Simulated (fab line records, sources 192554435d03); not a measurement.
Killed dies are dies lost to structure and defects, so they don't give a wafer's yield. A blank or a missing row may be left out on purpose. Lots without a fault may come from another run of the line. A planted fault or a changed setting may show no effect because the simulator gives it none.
Chamber matching | flow n5_finfet | N5_SD_EPI_P_ETCH_37 on rie_diel-06: 4 sister chambers
The step etches SOC in N2/H2, overetch 108 nm, time 486 s. 16 wafers are shown with their chamber, then 8 later ones without.

WAFERS WITH THEIR CHAMBER
wafer  | chamber | showerhead_plenum_p_Torr (Torr) | throttle_valve_pct (%) | drypump_motor_current_A (A)
L074.1 | 2       | 2.45                            | 24.15                  | 5.8
L074.2 | 1       | 2.36                            | 24.09                  | 5.9
L074.3 | 0       | 2.69                            | 23.99                  | 5.7
L075.1 | 0       | 2.69                            | 24.01                  | 5.8
L075.5 | 2       | 2.45                            | 24.17                  | 5.8
L075.6 | 1       | 2.36                            | 24.09                  | 6.0
L078.3 | 3       | 2.39                            | 23.51                  | 5.3
L078.4 | 1       | 2.36                            | 24.10                  | 5.9
L078.6 | 2       | 2.44                            | 24.16                  | 5.9
L085.1 | 2       | 2.44                            | 24.20                  | 5.9
L085.4 | 0       | 2.68                            | 24.03                  | 5.7
L085.6 | 0       | 2.68                            | 24.04                  | 5.7
L092.1 | 0       | 2.68                            | 24.04                  | 5.7
L092.2 | 2       | 2.43                            | 24.19                  | 5.9
L092.3 | 1       | 2.35                            | 24.14                  | 6.0
L094.1 | 0       | 2.67                            | 24.05                  | 5.7

SIGNATURES (means of the wafers above)
reading                  | chamber 0 | chamber 1 | chamber 2 | chamber 3 | scatter within a chamber
showerhead_plenum_p_Torr | 2.6817    | 2.3575    | 2.4420    | 2.3900    | 0.00729
throttle_valve_pct       | 24.0267   | 24.1050   | 24.1740   | 23.5100   | 0.0223
drypump_motor_current_A  | 5.717     | 5.950     | 5.860     | 5.300     | 0.0503
Rule: a wafer's distance from a chamber is the root of the sum, over the readings, of the square of ((its reading less the chamber's mean) divided by the reading's scatter). The wafer belongs to the nearest chamber; if the next one is less than 2 further off, it can't be placed. The scatter: the root of (the sum of the squares of (reading less its chamber's mean) over the shown wafers, divided by (wafers less chambers)).

WAFERS WITHOUT THEIR CHAMBER
wafer  | showerhead_plenum_p_Torr (Torr) | throttle_valve_pct (%) | drypump_motor_current_A (A)
L094.4 | 2.67                            | 24.03                  | 5.8
L094.6 | 2.43                            | 24.19                  | 5.8
L096.1 | 2.43                            | 24.21                  | 5.9
L096.2 | 2.67                            | 24.06                  | 5.7
L096.5 | 2.43                            | 24.22                  | 5.9
L097.1 | 2.43                            | 24.21                  | 5.9
L097.4 | 2.34                            | 24.16                  | 5.9
L097.6 | 2.70                            | 23.26                  | 5.3

WHICH CHAMBER EACH WENT THROUGH
wafer  | from the rows above | in truth
L094.4 | 0                   | 0
L094.6 | 2                   | 2
L096.1 | 2                   | 2
L096.2 | 0                   | 0
L096.5 | 2                   | 2
L097.1 | 2                   | 2
L097.4 | 1                   | 1
L097.6 | 0                   | 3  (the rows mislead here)
Placed correctly: 7 of 8. Can't be placed from these rows: 0. Placed wrongly: 1.
